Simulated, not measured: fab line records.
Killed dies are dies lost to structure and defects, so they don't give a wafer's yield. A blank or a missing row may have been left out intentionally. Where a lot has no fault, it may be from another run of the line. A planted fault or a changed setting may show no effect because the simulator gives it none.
fab line records    flow n5-finfet
[record] lots = 11  wafers = 33  last-day = 19
route steps=1938 shown BEOL_M6@1250 BEOL_M7@1273 PASSIVATION@1936
lots with no fault: from the same line, run without faults
start-h: the number of hours between the record's first day and the start of the first shown wafer of the lot    wait-h: hours since the lot's step before    " the same as in the row above    L1.1+2: several wafers, shown together as one row    - no value present, or no start provided    * or withheld: withheld    < > ~ a bound
route shown NAME@n: names a module that has steps shown in the file, with the first one's number in the route    usual: mean and standard deviation over wafers with no fault    same: alike in all rows    chamber/n: place in a boat    sites: each site's reading    _std_site: how widely they spread, as a standard deviation    _edge_site: mean of outer sites minus mean of inner sites    radius-mm: for every site, how far away it sits from the centre of the wafer    mask NAME#n: copy n    behind: the tool/chamber that last shaped the wafer    hold: reason for holding the lot/hours on hold/outcome of the hold    device: whichever transistor did not switch (one of n, p or np)    end of line: tests run on the same wafers once the route is complete    where a step has no rows: the recipe by itself    killed: not the wafer's yield, but the dies lost to structure and defects at the first sort    map: dies across one wafer; x = killed, . = not, _ = none there
set.NAME: setting as actually run; set.NAME@STEP: the setting as run at that earlier step    model.NAME: the simulator's own value behind a step, which no gauge read
one table for each step of the route and one row for each wafer, over a sample of lots
services: from which hour (start-h, from the record's first day; less than 0 if before it) a tool's chamber was out of use, for how many hours, and why
[[steps]]
[step N5_BEOL_M6_PRE_CLEAN_45]
[recipe] gas = H2/He  time-s = 30  temp-c = 250
[usual] heater-power-w = 331/48
lot.wafer  tool            chamber  start-h  wait-h  heater-power-w
L846.1     pvd-sputter-03  -        212.71   0.0     336
L846.4     "               -        "        "       293
L846.5     "               -        "        "       304
L849.2     pvd-sputter-02  -        237.80   0.0     330
L849.4     "               -        "        "       420
L849.6     "               -        "        "       415
L852.4     pvd-sputter-02  -        252.55   0.0     410
L852.5     "               -        "        "       339
L852.6     "               -        "        "       372
L850.1     pvd-sputter-02  -        266.13   0.0     362
L850.2     "               -        "        "       429
L850.6     "               -        "        "       369
L855.2     pvd-sputter-01  -        271.42   0.0     341
L855.3     "               -        "        "       353
L855.6     "               -        "        "       341
L859.2     pvd-sputter-01  -        311.57   0.0     217
L859.4     "               -        "        "       363
L859.5     "               -        "        "       344
L862.4     pvd-sputter-01  -        331.19   0.0     216
L862.5     "               -        "        "       359
L862.6     "               -        "        "       331
L860.2     pvd-sputter-03  -        331.80   0.0     297
L860.3     "               -        "        "       380
L860.4     "               -        "        "       343
L863.1     pvd-sputter-02  -        333.33   0.0     414
L863.2     "               -        "        "       347
L863.4     "               -        "        "       325
L866.3     pvd-sputter-03  -        362.45   0.0     339
L866.5     "               -        "        "       334
L866.6     "               -        "        "       296
L867.1     pvd-sputter-03  -        365.53   0.0     306
L867.5     "               -        "        "       302
L867.6     "               -        "        "       381
[step N5_BEOL_M6_SURFACE_TREAT_79]
[recipe] gas = Ar  time-s = *  ion-energy-ev = *  ion-current-ma-cm2 = 0.5  pressure-mtorr = *  ar-flow-sccm = 30
[usual] throttle-valve-pct = *
lot.wafer  tool            chamber  start-h  wait-h  throttle-valve-pct
L846.1     pvd-sputter-03  -        213.09   0.2     *
L846.4     "               -        "        "       *
L846.5     "               -        "        "       *
L849.2     pvd-sputter-02  -        238.20   0.2     *
L849.4     "               -        "        "       *
L849.6     "               -        "        "       *
L852.4     pvd-sputter-03  -        253.26   0.5     *
L852.5     "               -        "        "       *
L852.6     "               -        "        "       *
L850.1     pvd-sputter-02  -        266.51   0.2     *
L850.2     "               -        "        "       *
L850.6     "               -        "        "       *
L855.2     pvd-sputter-01  -        271.82   0.2     *
L855.3     "               -        "        "       *
L855.6     "               -        "        "       *
L859.2     pvd-sputter-03  -        312.12   0.3     *
L859.4     "               -        "        "       *
L859.5     "               -        "        "       *
L862.4     pvd-sputter-01  -        331.54   0.2     *
L862.5     "               -        "        "       *
L862.6     "               -        "        "       *
L860.2     pvd-sputter-03  -        332.38   0.4     *
L860.3     "               -        "        "       *
L860.4     "               -        "        "       *
L863.1     pvd-sputter-01  -        333.84   0.3     *
L863.2     "               -        "        "       *
L863.4     "               -        "        "       *
L866.3     pvd-sputter-03  -        362.95   0.3     *
L866.5     "               -        "        "       *
L866.6     "               -        "        "       *
L867.1     pvd-sputter-03  -        365.97   0.2     *
L867.5     "               -        "        "       *
L867.6     "               -        "        "       *
[step N5_BEOL_M7_EXPOSE_08]
[recipe] mask-id = M7  na = 1.35  source-shape = dipole  sigma-inner = 0.817  sigma-outer = 0.97  polarization = te  dose-mj = 68.25
[usual] exposure-dose-mJ-cm2 = 68.17/0.077
lot.wafer  tool             chamber  start-h  wait-h  mask  exposure-dose-mJ-cm2
L846.1     arfi-scanner-01  0        220.01   -       M7#0  68.22
L846.4     "                0        "        "       M7#0  68.19
L846.5     "                0        "        "       M7#0  68.22
L849.2     arfi-scanner-01  0        247.96   -       M7#0  68.23
L849.4     "                0        "        "       M7#0  68.23
L849.6     "                0        "        "       M7#0  68.25
L852.4     arfi-scanner-02  0        256.99   -       M7#0  68.23
L852.5     "                0        "        "       M7#0  68.20
L852.6     "                0        "        "       M7#0  68.20
L850.1     arfi-scanner-02  0        271.25   -       M7#0  68.16
L850.2     "                0        "        "       M7#0  68.18
L850.6     "                0        "        "       M7#0  68.15
L855.2     arfi-scanner-03  0        275.83   -       M7#0  68.16
L855.3     "                0        "        "       M7#0  68.19
L855.6     "                0        "        "       M7#0  68.14
L859.2     arfi-scanner-01  0        316.96   -       M7#0  68.10
L859.4     "                0        "        "       M7#0  68.30
L859.5     "                0        "        "       M7#0  68.07
L862.4     arfi-scanner-01  0        334.14   -       M7#0  73.29
L862.5     "                0        "        "       M7#0  73.26
L862.6     "                0        "        "       M7#0  73.32
L860.2     arfi-scanner-03  0        334.75   -       M7#0  68.21
L860.3     "                0        "        "       M7#0  68.32
L860.4     "                0        "        "       M7#0  68.24
L863.1     arfi-scanner-03  0        337.15   -       M7#0  68.02
L863.2     "                0        "        "       M7#0  68.04
L863.4     "                0        "        "       M7#0  68.02
L866.3     arfi-scanner-01  0        366.44   -       M7#0  71.41
L866.5     "                0        "        "       M7#0  71.49
L866.6     "                0        "        "       M7#0  71.43
L867.1     arfi-scanner-02  0        369.77   -       M7#0  68.02
L867.5     "                0        "        "       M7#0  68.02
L867.6     "                0        "        "       M7#0  67.97
[step N5_BEOL_M7_CD_MEAS_11]
[recipe] target-cd-nm = 38.5  landing-energy-ev = 500  detector = se-inlens  polarity = opening
[usual] cd-nm = 38.7/0.45
[same] landing-energy-ev = 500
lot.wafer  tool       chamber  start-h  wait-h  cd-nm
L846.1     cd-sem-03  0        220.13   -       38.7
L846.4     "          0        "        "       37.8
L846.5     "          0        "        "       38.7
L849.2     cd-sem-02  0        248.09   -       39.1
L849.4     "          0        "        "       38.3
L849.6     "          0        "        "       38.6
L852.4     cd-sem-02  0        257.10   -       38.1
L852.5     "          0        "        "       37.8
L852.6     "          0        "        "       39.1
L850.1     cd-sem-03  0        271.38   -       38.3
L850.2     "          0        "        "       38.9
L850.6     "          0        "        "       38.8
L855.2     cd-sem-03  0        275.95   -       38.5
L855.3     "          0        "        "       38.2
L855.6     "          0        "        "       38.5
L859.2     cd-sem-02  0        317.08   -       38.7
L859.4     "          0        "        "       38.6
L859.5     "          0        "        "       38.4
L862.4     cd-sem-03  0        334.25   -       42.7
L862.5     "          0        "        "       42.7
L862.6     "          0        "        "       41.8
L860.2     cd-sem-01  0        334.87   -       38.3
L860.3     "          0        "        "       38.8
L860.4     "          0        "        "       38.4
L863.1     cd-sem-03  0        337.28   -       38.4
L863.2     "          0        "        "       39.0
L863.4     "          0        "        "       39.1
L866.3     cd-sem-02  0        366.56   -       41.2
L866.5     "          0        "        "       41.0
L866.6     "          0        "        "       41.2
L867.1     cd-sem-01  0        369.89   -       39.4
L867.5     "          0        "        "       39.2
L867.6     "          0        "        "       39.4
[step N5_BEOL_M7_INSPECT_13]
[recipe] mode = adi  inspect-instrument = brightfield
[usual] raw-defect-count = 415/100
lot.wafer  tool               chamber  start-h  wait-h  raw-defect-count
L846.1     defect-inspect-02  -        220.19   0.0     317
L846.4     "                  -        "        "       287
L846.5     "                  -        "        "       510
L849.2     defect-inspect-02  -        248.14   0.0     462
L849.4     "                  -        "        "       511
L849.6     "                  -        "        "       453
L852.4     defect-inspect-02  -        257.15   0.0     268
L852.5     "                  -        "        "       456
L852.6     "                  -        "        "       323
L850.1     defect-inspect-01  -        271.44   0.0     368
L850.2     "                  -        "        "       397
L850.6     "                  -        "        "       449
L855.2     defect-inspect-01  -        276.00   0.0     477
L855.3     "                  -        "        "       514
L855.6     "                  -        "        "       412
L859.2     defect-inspect-02  -        317.14   0.0     427
L859.4     "                  -        "        "       441
L859.5     "                  -        "        "       428
L862.4     defect-inspect-02  -        334.30   0.0     244
L862.5     "                  -        "        "       264
L862.6     "                  -        "        "       333
L860.2     defect-inspect-02  -        334.93   0.0     404
L860.3     "                  -        "        "       294
L860.4     "                  -        "        "       251
L863.1     defect-inspect-01  -        337.33   0.0     339
L863.2     "                  -        "        "       625
L863.4     "                  -        "        "       409
L866.3     defect-inspect-02  -        366.61   0.0     469
L866.5     "                  -        "        "       372
L866.6     "                  -        "        "       400
L867.1     defect-inspect-02  -        370.02   0.1     481
L867.5     "                  -        "        "       555
L867.6     "                  -        "        "       463
[step N5_BEOL_M7_CD_MEAS_18]
[recipe] pitch-nm = 80  target-cd-nm = 40
[usual] cd-nm = 40.1/0.62
lot.wafer  tool       chamber  start-h  wait-h  cd-nm
L846.1     cd-sem-03  -        220.68   0.0     40.6
L846.4     "          -        "        "       39.3
L846.5     "          -        "        "       40.1
L849.2     cd-sem-01  -        250.35   0.1     39.9
L849.4     "          -        "        "       39.7
L849.6     "          -        "        "       40.1
L852.4     cd-sem-01  -        257.65   0.1     39.4
L852.5     "          -        "        "       39.2
L852.6     "          -        "        "       40.0
L850.1     cd-sem-03  -        272.06   0.0     39.8
L850.2     "          -        "        "       40.4
L850.6     "          -        "        "       40.0
L855.2     cd-sem-03  -        276.50   0.1     39.4
L855.3     "          -        "        "       39.2
L855.6     "          -        "        "       39.2
L859.2     cd-sem-01  -        317.91   0.1     40.7
L859.4     "          -        "        "       40.3
L859.5     "          -        "        "       39.8
L862.4     cd-sem-03  -        336.62   0.1     43.8
L862.5     "          -        "        "       43.2
L862.6     "          -        "        "       43.6
L860.2     cd-sem-03  -        337.37   0.1     40.0
L860.3     "          -        "        "       40.2
L860.4     "          -        "        "       40.1
L863.1     cd-sem-03  -        341.72   0.1     41.3
L863.2     "          -        "        "       41.1
L863.4     "          -        "        "       42.1
L866.3     cd-sem-01  -        367.36   0.1     42.0
L866.5     "          -        "        "       42.4
L866.6     "          -        "        "       42.0
L867.1     cd-sem-02  -        370.98   0.0     40.8
L867.5     "          -        "        "       41.3
L867.6     "          -        "        "       41.3
[step N5_PASSIVATION_PROBE_49]
[usual] defect-limited-yield = 91.1/1.4  killed_at_M0_to_M3 = 36/11  killed_at_M4_up = 14/5.2  killed-at-contacts = 12/6.1  killed-at-front-end = 40/12  killed-at-other = 3.2/2.5  killed-dies = 105/16  killed-open = 68/12  killed-short = 35/8.7  sort_bin_5_function = 5.2/0.89  sort_bin_6_memory = 3.3/0.66  sort-n-pass = 1074/16  sort-yield-pct = 91.1/1.4
[same] gross-dies = 1180  killed-at-back-side = 0  sort_bin_4_leakage[%] = 0  sort_bin_8_speed[%] = 0
lot.wafer  tool       chamber  start-h  wait-h  defect-limited-yield[%]  killed_at_M0_to_M3  killed_at_M4_up  killed-at-contacts  killed-at-front-end  killed-at-other  killed-dies  killed-open  killed-short  sort_bin_5_function[%]  sort_bin_6_memory[%]  sort-n-pass  sort-yield-pct[%]
L855.2     prober-01  -        362.97   0.1     90.2                     23                  22               17                  45                   9                116          69           39            5.7                     3.3                   1064         90.2
L855.3     prober-01  -        363.02   0.1     91.0                     25                  11               15                  54                   1                106          61           38            4.8                     3.6                   1074         91.0
L855.6     prober-01  -        363.17   0.3     91.1                     24                  16               26                  39                   0                105          66           32            4.6                     3.3                   1075         91.1
L862.4     prober-02  -        434.54   0.2     91.2                     29                  19               13                  42                   1                104          65           31            4.7                     3.1                   1076         91.2
L862.5     prober-02  -        434.59   0.2     91.9                     17                  25               13                  40                   0                95           60           26            5.2                     2.1                   1085         91.9
L862.6     prober-02  -        434.64   0.3     91.6                     14                  22               16                  42                   5                99           52           34            5.1                     2.5                   1081         91.6
L866.6     prober-02  -        458.60   0.3     90.6                     52                  15               7                   36                   1                111          72           34            5.2                     4.0                   1069         90.6
// killed by level:class
L855.2 BEOL_M4:geometric-particle:open=13 MOL_CONTACT_COAG:geometric-particle:open=13 FIN_SAQP:geometric-particle:short=9 DUMMY_GATE:geometric-particle:open=6 BEOL_M3:geometric-particle:open=6 PAD_METAL:geometric-particle:short=5 MOL_CONTACT_COAG:geometric-particle:short=4 BEOL_M0_SAQP:geometric-particle:open=4
L855.3 FIN_SAQP:geometric-particle:short=19 MOL_CONTACT_COAG:geometric-particle:open=14 BEOL_M3:geometric-particle:open=13 FIN_SAQP:geometric-particle:open=9 GATE_CUT:geometric-particle:short=5 BEOL_M4:geometric-particle:open=5 HKMG_FIN:area-etch=5 BEOL_M0_SAQP:geometric-particle:open=4
L855.6 MOL_CONTACT_COAG:geometric-particle:open=20 BEOL_M0_SAQP:geometric-particle:short=7 BEOL_M4:geometric-particle:open=7 HKMG_FIN:area-etch=7 FIN_SAQP:geometric-particle:short=6 MOL_CONTACT_COAG:geometric-particle:short=6 BEOL_M3:geometric-particle:open=6 STI_FIN_REVEAL:geometric-particle:open=5
L862.4 STI_FIN_REVEAL:geometric-particle:open=10 MOL_CONTACT_COAG:geometric-particle:open=10 BEOL_M4:geometric-particle:open=8 BEOL_M0_SAQP:geometric-particle:short=8 FIN_SAQP:geometric-particle:short=7 BEOL_M2:geometric-particle:open=6 BEOL_M3:geometric-particle:open=6 BEOL_M7:area-expose=6
L862.5 MOL_CONTACT_COAG:geometric-particle:open=12 DUMMY_GATE:geometric-particle:open=11 BEOL_M4:geometric-particle:open=11 GATE_CUT:geometric-particle:short=6 BEOL_M7:area-expose=6 BEOL_M1:geometric-particle:short=4 FIN_SAQP:geometric-particle:open=3 STI_FIN_REVEAL:geometric-particle:open=3
L862.6 MOL_CONTACT_COAG:geometric-particle:open=13 FIN_SAQP:geometric-particle:short=7 GATE_CUT:geometric-particle:short=7 BEOL_M7:area-expose=7 FIN_SAQP:geometric-particle:open=6 STI_FIN_REVEAL:geometric-particle:open=5 DUMMY_GATE:geometric-particle:open=4 MOL_CONTACT_COAG:geometric-particle:short=3
L866.6 BEOL_M2:geometric-particle:open=28 BEOL_M0_SAQP:geometric-particle:open=9 FIN_SAQP:geometric-particle:short=8 MOL_CONTACT_COAG:geometric-particle:open=5 GATE_CUT:geometric-particle:short=5 BEOL_M2:geometric-particle:short=4 BEOL_M5:geometric-particle:open=4 STI_FIN_REVEAL:geometric-particle:open=3
[[services]]
tool             chamber  start-h  hours  kind
arfi-scanner-01  -        198.70   1.3    pm
arfi-scanner-01  -        201.23   1.7    repair
arfi-scanner-03  -        215.15   1.0    pm
arfi-scanner-03  -        230.59   1.3    pm
arfi-scanner-03  -        245.49   0.4    repair
arfi-scanner-02  -        247.00   1.3    pm
arfi-scanner-02  -        249.57   3.1    pm
arfi-scanner-02  -        255.48   0.5    repair
pvd-sputter-03   -        256.81   10.5   repair
arfi-scanner-01  -        261.01   1.5    repair
arfi-scanner-01  0        264.58   -      calibration
arfi-scanner-02  -        273.52   3.4    repair
arfi-scanner-03  -        285.04   1.0    pm
arfi-scanner-02  -        286.04   0.8    pm
arfi-scanner-03  -        288.18   0.8    pm
arfi-scanner-01  -        288.73   1.0    pm
arfi-scanner-01  -        303.08   0.8    pm
arfi-scanner-03  -        305.54   4.8    pm
arfi-scanner-01  -        324.20   1.3    pm
arfi-scanner-02  -        324.45   1.0    pm
arfi-scanner-02  -        337.28   3.0    pm
arfi-scanner-02  -        340.75   3.0    repair
arfi-scanner-02  -        343.90   1.0    pm
arfi-scanner-03  -        356.09   1.3    pm
[[key]]
[first-sign] step = N5_BEOL_M7_EXPOSE_08  reading = exposure-dose-mJ-cm2  direction = up  sigmas = 54  usual = 68.17  struck = 72.37
[effect] step = N5_BEOL_M7_CD_MEAS_11  reading = cd-nm  direction = up  sigmas = 6.8  usual = 38.7  struck = 41.8  through = control-loop
[effect] step = N5_BEOL_M7_CD_MEAS_18  reading = cd-nm  direction = up  sigmas = 4.4  usual = 40.1  struck = 42.8  through = control-loop
met-at N5_BEOL_M7_EXPOSE_08
struck-lots L862,L866
[loop-trim] step = N5_BEOL_M7_EXPOSE_08  setting = dose  lots = L866
not-acting-at N5_BEOL_M6_PRE_CLEAN_45,N5_BEOL_M6_SURFACE_TREAT_79,N5_BEOL_M7_INSPECT_13
onset-between 316.96 334.14
[fault] kind = process-parameter-drift  tool = arfi-scanner-01  chamber = -  onset-h = 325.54  steps = N5_BEOL_M7_EXPOSE_08  channel = dose-mj  offset = 5.1685  shape = step  acts-in = these-recipes-only  stated = 68.25
// loop-trim: a control loop set the setting to another value than it would have without faults
